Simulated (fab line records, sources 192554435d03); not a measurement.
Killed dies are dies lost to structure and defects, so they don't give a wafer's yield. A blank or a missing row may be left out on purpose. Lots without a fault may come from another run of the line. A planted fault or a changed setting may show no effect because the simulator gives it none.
Chamber matching | flow n5_finfet | N5_HKMG_FIN_CVD_62 on thermal_cvd_si-01: 3 sister chambers
The step deposits a-Si from Si2H6, target thk 3 nm, time 20.8 s. 14 wafers are shown with their chamber, then 7 later ones without.

WAFERS WITH THEIR CHAMBER
wafer  | chamber | heater_power_w (W)
L286.1 | 2       | 1137
L286.2 | 0       | 1359
L286.4 | 2       | 1125
L290.2 | 1       | 1376
L290.3 | 2       | 1110
L290.5 | 1       | 1390
L292.1 | 1       | 1364
L292.2 | 0       | 1358
L292.4 | 1       | 1394
L294.1 | 1       | 1355
L294.2 | 0       | 1349
L294.6 | 2       | 1143
L296.2 | 0       | 1337
L296.4 | 0       | 1318

SIGNATURES (means of the wafers above)
reading        | chamber 0 | chamber 1 | chamber 2 | scatter within a chamber
heater_power_w | 1344.20   | 1375.80   | 1128.75   | 16.3
Rule: a wafer's distance from a chamber is the root of the sum, over the readings, of the square of ((its reading less the chamber's mean) divided by the reading's scatter). The wafer belongs to the nearest chamber; if the next one is less than 2 further off, it can't be placed. The scatter: the root of (the sum of the squares of (reading less its chamber's mean) over the shown wafers, divided by (wafers less chambers)).

WAFERS WITHOUT THEIR CHAMBER
wafer  | heater_power_w (W)
L296.5 | 1349
L304.2 | 1383
L304.4 | 1375
L304.5 | 1123
L306.2 | 1094
L306.4 | 1397
L306.6 | 1364

WHICH CHAMBER EACH WENT THROUGH
wafer  | from the rows above     | in truth
L296.5 | can't be placed: 0 or 1 | 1
L304.2 | can't be placed: 1 or 0 | 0
L304.4 | can't be placed: 1 or 0 | 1
L304.5 | 2                       | 2
L306.2 | 2                       | 2
L306.4 | can't be placed: 1 or 0 | 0
L306.6 | can't be placed: 1 or 0 | 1
Placed correctly: 2 of 7. Can't be placed from these rows: 5 (the true chamber is among the candidates in 5). Placed wrongly: 0.
